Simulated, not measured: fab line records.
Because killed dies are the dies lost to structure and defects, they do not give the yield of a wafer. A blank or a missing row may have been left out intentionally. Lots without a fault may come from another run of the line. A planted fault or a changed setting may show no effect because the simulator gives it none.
fab line records	flow n5_finfet
record lots=10	wafers=30	last_day=17
route steps=1938 shown SD_EPI_P@306 ILD0@335 BEOL_M4@1111
lots that met no fault: taken from a fault-free run of the same line
start_h: start of the lot's first displayed wafer, in hours after the record's first day	wait_h: hours elapsed since this lot's preceding step	" repeats the value in the row above	L1.1+2: one row covering several wafers at once	- either no value or no given start	* or withheld: withheld	< > ~ a bound
route shown NAME@n: NAME is a module with steps in the file, n the number in the route of the first one	usual: mean and standard deviation over wafers with no fault	same: alike in all rows	chamber/n: place in a boat	sites: per-site readings	_std_site: standard deviation across them	_edge_site: inner sites' mean taken away from outer sites' mean	radius_mm: how far each site lies from the wafer's centre	mask NAME#n: copy n	behind: the last tool/chamber to shape the wafer	hold: cause of the lot's hold/its duration in hours/its outcome	device: whichever transistor did not switch (one of n, p or np)	end of line: the same wafers' tests at the end of the route	step lacking rows: just its recipe	killed: count of dies lost to structure and defects at first sort (not the wafer's yield)	map: a wafer's dies, x killed, . not, _ none there
set.NAME: the setting the step ran with; set.NAME@STEP: the setting that earlier step ran with	model.NAME: the simulator's own value behind a step, which no gauge read
one table for each step of the route and one row for each wafer, over a sample of lots
services: the hour from which a tool's chamber was out of use, counted from the record's first day as start_h (under 0 if before that day), plus the number of hours and why
## steps
# step N5_SD_EPI_P_DESCUM_14
# recipe chemistry=O2	time_s=7.9	source_power_w=50	bias_power_w=20	pressure_mtorr=20	rf_frequency_hz=2.712e+07	temp_c=40	resist=CAR-ArF-block	o2_flow_sccm=225
# usual drypump_motor_current_A=5.9/0.46	oes_product_au=0.74/0.032	rf_vpp_V=243.0/1.4	showerhead_plenum_p_Torr=2.08/0.084	throttle_valve_pct=20.42/0.17
lot.wafer	tool	chamber	start_h	wait_h	drypump_motor_current_A	oes_product_au	rf_hours_counter_h	rf_vpp_V	showerhead_plenum_p_Torr	throttle_valve_pct
L456.1	rie_diel-03	2	54.43	0.2	5.2	0.74	153	242.5	2.09	20.17
L456.2	"	1	"	"	6.5	0.74	151	244.3	2.12	20.69
L456.3	"	3	"	"	5.3	0.77	132	240.9	2.01	20.55
L458.1	rie_diel-04	0	65.37	0.3	6.3	0.75	183	242.1	1.97	20.52
L458.4	"	1	"	"	6.0	0.75	-	245.1	2.18	20.38
L458.5	"	0	"	"	6.3	0.74	-	242.9	1.97	20.51
L466.1	rie_diel-04	2	119.77	0.0	5.4	0.77	132	244.6	2.09	20.32
L466.5	"	1	"	"	6.0	0.74	-	245.0	2.18	20.41
L466.6	"	0	"	"	6.3	0.74	-	241.9	1.97	20.55
L467.2	rie_diel-04	2	122.78	0.0	5.4	0.77	133	243.5	2.09	20.34
L467.3	"	3	"	"	6.0	0.73	159	244.8	2.20	20.50
L467.4	"	1	"	"	6.0	0.74	-	244.0	2.18	20.41
L468.1	rie_diel-03	1	129.58	0.0	6.4	0.73	168	243.9	2.11	20.71
L468.3	"	3	"	"	5.3	0.74	159	242.1	2.00	20.60
L468.4	"	2	"	"	5.3	0.73	179	242.4	2.08	20.20
L469.2	rie_diel-03	2	133.33	0.0	5.3	0.73	180	242.0	2.08	20.21
L469.3	"	0	"	"	5.9	0.70	223	243.2	1.97	20.42
L469.5	"	3	"	"	5.3	0.73	-	240.8	2.00	20.60
L472.1	rie_diel-04	0	150.28	0.0	6.3	0.72	204	241.1	1.96	20.55
L472.5	"	2	"	"	5.4	0.76	-	241.8	2.09	20.35
L472.6	"	3	"	"	5.9	0.72	-	243.5	2.19	20.52
L473.1	rie_diel-03	0	154.54	0.0	5.9	0.70	229	239.8	1.96	20.44
L473.3	"	2	"	"	5.3	0.71	186	244.0	2.08	20.22
L473.6	"	3	"	"	5.3	0.74	-	241.8	2.00	20.62
L475.3	rie_diel-04	3	168.05	0.0	6.0	0.71	173	243.4	2.19	20.52
L475.5	"	3	"	"	5.9	0.71	-	244.1	2.19	20.53
L475.6	"	2	"	"	5.4	0.76	-	242.6	2.09	20.35
L477.1	rie_diel-02	2	180.65	0.0	6.2	0.72	161	241.9	2.08	20.24
L477.2	"	0	"	"	5.1	0.81	100	243.9	2.21	20.34
L477.4	"	2	"	"	6.1	0.73	-	242.9	2.08	20.22
# step N5_ILD0_LINER_00
# recipe material=SiNx	target_thk_a=40	temp_c=400	ald_precursor_family=SiH2I2	ald_co_reactant=N2/H2-plasma	pulse_time_s=1	purge_time_s=2	co_reactant_purge_time_s=2	ald_cycles=80	pressure_torr=2
# usual heater_power_outer_w=558/67	heater_power_w=871/92	precursor_pulse_height_rel=1.003/0.02	susceptor_temp_C=399.96/0.22
lot.wafer	tool	chamber	start_h	wait_h	heater_power_outer_w	heater_power_w	precursor_pulse_height_rel	susceptor_temp_C
L456.1	ald_sin-04	1	59.04	0.0	528	863	0.985	400.13
L456.2	"	3	"	"	464	712	0.997	399.80
L456.3	"	2	"	"	660	1021	1.008	399.83
L458.1	ald_sin-02	0	70.28	0.3	533	839	1.008	399.99
L458.4	"	3	"	"	621	872	0.974	399.63
L458.5	"	3	"	"	635	864	0.981	399.91
L466.1	ald_sin-03	2	124.32	0.0	575	887	0.999	399.79
L466.5	"	1	"	"	629	983	1.027	399.93
L466.6	"	0	"	"	549	894	0.977	399.82
L467.2	ald_sin-03	1	127.28	0.0	615	961	0.989	399.89
L467.3	"	0	"	"	574	914	1.001	400.07
L467.4	"	2	"	"	571	868	1.008	400.01
L468.1	ald_sin-02	0	134.45	0.0	538	818	1.015	400.30
L468.3	"	1	"	"	537	883	1.020	399.95
L468.4	"	2	"	"	472	758	1.005	399.90
L469.2	ald_sin-03	3	138.04	0.2	585	889	0.981	399.78
L469.3	"	2	"	"	580	861	1.006	399.58
L469.5	"	2	"	"	583	868	1.017	399.87
L472.1	ald_sin-03	0	155.88	0.2	572	909	1.017	399.89
L472.5	"	2	"	"	565	901	0.988	399.60
L472.6	"	3	"	"	598	907	1.001	400.07
L473.1	ald_sin-04	0	159.90	0.0	379	623	0.964	400.01
L473.3	"	1	"	"	523	852	1.007	399.39
L473.6	"	3	"	"	463	694	0.998	400.02
L475.3	ald_sin-03	0	172.55	0.0	571	922	0.983	399.67
L475.5	"	1	"	"	628	975	1.000	400.05
L475.6	"	2	"	"	572	879	1.019	399.63
L477.1	ald_sin-02	3	185.76	0.6	633	897	0.993	399.94
L477.2	"	0	"	"	544	855	1.004	399.70
L477.4	"	1	"	"	527	892	1.004	400.41
# step N5_ILD0_THK_MEAS_08
# usual thk_nm=139.0/1.2
lot.wafer	tool	chamber	start_h	wait_h	thk_nm
L456.1	film_metro-01	-	62.02	-	137.9
L456.2	"	-	"	"	137.7
L456.3	"	-	"	"	136.7
L458.1	film_metro-02	-	74.02	-	137.9
L458.4	"	-	"	"	139.3
L458.5	"	-	"	"	137.2
L466.1	film_metro-02	-	127.30	-	139.8
L466.5	"	-	"	"	139.4
L466.6	"	-	"	"	139.3
L467.2	film_metro-01	-	130.34	-	138.5
L467.3	"	-	"	"	138.7
L467.4	"	-	"	"	140.3
L468.1	film_metro-02	-	137.43	-	137.3
L468.3	"	-	"	"	140.2
L468.4	"	-	"	"	138.2
L469.2	film_metro-02	-	141.03	-	138.1
L469.3	"	-	"	"	136.7
L469.5	"	-	"	"	136.9
L472.1	film_metro-02	-	158.87	-	140.9
L472.5	"	-	"	"	141.4
L472.6	"	-	"	"	139.7
L473.1	film_metro-01	-	162.90	-	140.0
L473.3	"	-	"	"	138.3
L473.6	"	-	"	"	141.3
L475.3	film_metro-01	-	175.71	-	137.9
L475.5	"	-	"	"	138.9
L475.6	"	-	"	"	138.5
L477.1	film_metro-01	-	188.79	-	140.9
L477.2	"	-	"	"	141.0
L477.4	"	-	"	"	139.8
# step N5_ILD0_CMP_12
# recipe stop_on=poly-Si	material=SiNx	t_overpolish_s=6	post_cmp_clean=alkaline_brush	down_force_psi=2.5	platen_rpm=51.8	pad_velocity_m_s=1.0307	target_thk_nm=17.67
# usual motor_current_A=8.8/0.8	overpolish_run_s=6.001/0.0087	platen_rpm=51.80/0.033	time_to_endpoint_s=29.4/2.9
lot.wafer	tool	chamber	start_h	wait_h	motor_current_A	overpolish_run_s	platen_rpm	time_to_endpoint_s
L456.2	cmp-04	1	65.45	1.1	7.0	6.008	51.78	26.8
L456.1	"	2	"	"	8.7	5.995	51.80	28.7
L456.3	"	3	"	"	8.9	6.011	51.82	31.7
L458.4	cmp-04	0	76.94	1.1	8.6	6.000	51.87	28.5
L458.1	"	2	"	"	9.1	5.999	51.79	28.6
L458.5	"	0	"	"	8.6	5.998	51.82	27.7
L466.1	cmp-04	1	130.29	1.2	7.3	5.990	51.78	58.1
L466.6	"	3	"	"	8.6	5.991	51.82	62.4
L466.5	"	0	"	"	9.1	6.004	51.75	59.5
L467.2	cmp-04	3	133.25	1.1	9.2	5.983	51.79	65.0
L467.3	"	0	"	"	9.0	5.997	51.80	58.0
L467.4	"	1	"	"	7.1	5.991	51.82	58.4
L468.1	cmp-02	1	140.64	1.1	8.4	6.002	51.78	31.5
L468.4	"	2	"	"	9.0	5.998	51.84	32.9
L468.3	"	0	"	"	8.7	6.002	51.79	35.7
L469.3	cmp-03	2	143.94	1.1	9.4	5.984	51.79	27.2
L469.2	"	3	"	"	8.3	6.004	51.83	23.3
L469.5	"	2	"	"	9.1	5.997	51.77	26.8
L472.1	cmp-02	1	161.79	1.1	8.2	5.991	51.79	28.0
L472.6	"	1	"	"	8.3	6.010	51.76	31.0
L472.5	"	2	"	"	9.2	6.011	51.80	33.2
L473.3	cmp-03	1	165.81	1.1	8.5	6.005	51.78	32.9
L473.1	"	0	"	"	10.1	5.999	51.80	28.6
L473.6	"	1	"	"	8.6	6.001	51.75	34.1
L475.3	cmp-02	2	178.74	1.2	9.4	6.009	51.77	28.4
L475.5	"	3	"	"	9.5	6.013	51.82	29.6
L475.6	"	0	"	"	8.9	6.012	51.85	29.1
L477.2	cmp-03	0	192.28	1.1	10.4	5.990	51.82	23.0
L477.1	"	1	"	"	8.7	5.996	51.81	30.0
L477.4	"	2	"	"	9.4	5.993	51.85	25.3
# step N5_BEOL_M4_RC_MEAS_101
# usual DIBL_N=35.8/1.6	DIBL_P=36.0/2.1	IOFF_N=0.153/0.026	IOFF_P=0.21/0.037	ION_N=673/11	ION_P=462/7.6	SS_N=71.4/0.53	SS_P=73.2/0.67	VT_N=250/3.2	VT_P=-250/3.7
lot.wafer	tool	chamber	start_h	wait_h	DIBL_N[mV/V]	DIBL_P[mV/V]	IOFF_N[nA/um]	IOFF_P[nA/um]	ION_N[uA/um]	ION_P[uA/um]	SS_N[mV/dec]	SS_P[mV/dec]	VT_N[mV]	VT_P[mV]
L456.1	prober-02	0	169.42	0.0	37.3	39.2	0.188	0.26	684	476	70.9	74.0	245	-248
L456.2	"	0	"	"	33.5	33.7	0.117	0.17	662	463	71.1	72.5	256	-251
L456.3	"	0	"	"	37.9	38.8	0.207	0.27	700	476	71.1	74.2	243	-245
L458.1	prober-01	0	191.95	0.0	36.7	38.9	0.176	0.28	693	472	71.4	74.1	250	-243
L458.4	"	0	"	"	37.7	40.2	0.201	0.32	682	477	72.1	74.1	246	-240
L458.5	"	0	"	"	35.7	37.7	0.146	0.26	673	470	71.0	73.2	252	-244
L466.1	prober-01	0	240.45	0.0	36.1	38.3	0.179	0.27	676	469	71.6	74.0	250	-243
L466.5	"	0	"	"	35.8	37.3	0.177	0.27	675	474	71.6	74.0	247	-244
L466.6	"	0	"	"	35.7	36.3	0.165	0.23	670	467	71.9	72.8	248	-248
L468.1	prober-02	0	240.69	0.0	33.4	32.2	0.113	0.16	656	449	71.4	71.8	254	-252
L468.3	"	0	"	"	33.7	32.9	0.112	0.17	659	457	70.6	72.4	255	-251
L468.4	"	0	"	"	36.6	37.2	0.168	0.23	684	465	71.2	73.2	249	-248
L467.2	prober-01	0	245.42	0.2	35.2	36.0	0.160	0.18	670	455	71.9	73.3	251	-252
L467.3	"	0	"	"	37.1	39.2	0.186	0.24	670	452	71.4	74.0	246	-250
L467.4	"	0	"	"	36.0	37.5	0.160	0.22	675	460	71.9	73.7	249	-251
L469.2	prober-01	0	251.81	0.2	34.2	35.2	0.139	0.20	672	467	71.2	72.5	252	-251
L469.3	"	0	"	"	34.2	34.9	0.136	0.21	676	472	71.8	72.8	253	-248
L469.5	"	0	"	"	35.0	35.9	0.168	0.23	678	466	71.3	73.4	247	-249
L472.1	prober-02	0	269.28	0.0	35.6	34.1	0.139	0.19	669	461	71.6	73.0	252	-252
L472.5	"	0	"	"	37.7	36.3	0.164	0.22	667	461	71.1	73.8	252	-251
L472.6	"	0	"	"	36.3	34.5	0.134	0.19	669	459	71.4	73.2	251	-249
L473.1	prober-01	0	275.89	0.0	35.1	36.0	0.145	0.19	665	459	70.7	73.7	251	-252
L473.3	"	0	"	"	35.1	35.8	0.148	0.19	671	458	71.4	72.8	249	-250
L473.6	"	0	"	"	37.1	38.2	0.178	0.22	678	460	72.4	74.1	249	-252
L475.3	prober-01	0	289.61	0.3	36.5	36.6	0.159	0.20	669	459	71.4	73.7	253	-251
L475.5	"	0	"	"	37.5	37.0	0.174	0.21	680	464	72.2	73.4	250	-249
L475.6	"	0	"	"	34.7	35.0	0.136	0.18	661	460	70.6	72.9	253	-254
L477.1	prober-02	0	302.40	0.0	37.5	38.2	0.156	0.21	668	458	71.6	73.6	251	-251
L477.2	"	0	"	"	38.3	39.0	0.157	0.24	672	469	71.8	74.3	252	-250
L477.4	"	0	"	"	38.3	38.8	0.167	0.22	674	458	71.5	73.8	248	-249
## services
tool	chamber	start_h	hours	kind
ald_sin-03	3	32.30	27.2	repair
cmp-02	-	50.33	4.0	pm
rie_diel-02	-	53.02	14.6	pm
cmp-03	-	55.30	0.9	repair
ald_sin-03	-	55.78	0.5	repair
rie_diel-03	1	57.34	23.6	repair
rie_diel-04	3	60.92	12.0	repair
ald_sin-03	3	63.97	3.4	repair
rie_diel-02	2	69.71	3.8	repair
ald_sin-03	-	87.08	14.0	pm
cmp-03	-	89.20	2.3	repair
cmp-04	-	100.79	0.8	repair
cmp-03	-	114.49	0.3	repair
rie_diel-04	-	117.44	2.2	repair
rie_diel-03	2	119.39	6.6	repair
cmp-04	-	123.56	6.0	pm
cmp-02	-	136.75	1.0	repair
cmp-04	-	141.83	4.0	pm
cmp-02	-	157.28	1.2	repair
cmp-02	-	166.88	3.1	repair
cmp-03	-	172.84	7.8	repair
ald_sin-04	-	176.81	14.0	pm
ald_sin-02	-	177.32	6.1	pm
cmp-03	-	183.94	1.6	repair
## key
first_sign step=N5_ILD0_CMP_12	reading=time_to_endpoint_s	direction=up	sigmas=11	usual=*	struck=*
effect none on later readings
met_at N5_ILD0_CMP_12
struck_lots L466,L467
rows_end L466.1,L466.5,L466.6,L467.2,L467.3,L467.4
not_acting_at N5_SD_EPI_P_DESCUM_14,N5_ILD0_LINER_00,N5_ILD0_THK_MEAS_08
onset_between 76.94 130.29
fault kind=process_parameter_drift	tool=cmp-04	chamber=-	onset_h=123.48	steps=N5_ILD0_CMP_12	channel=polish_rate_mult	offset=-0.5	shape=step
# rows_end: these wafers met a further fault down the route, and their rows from its step on are left out
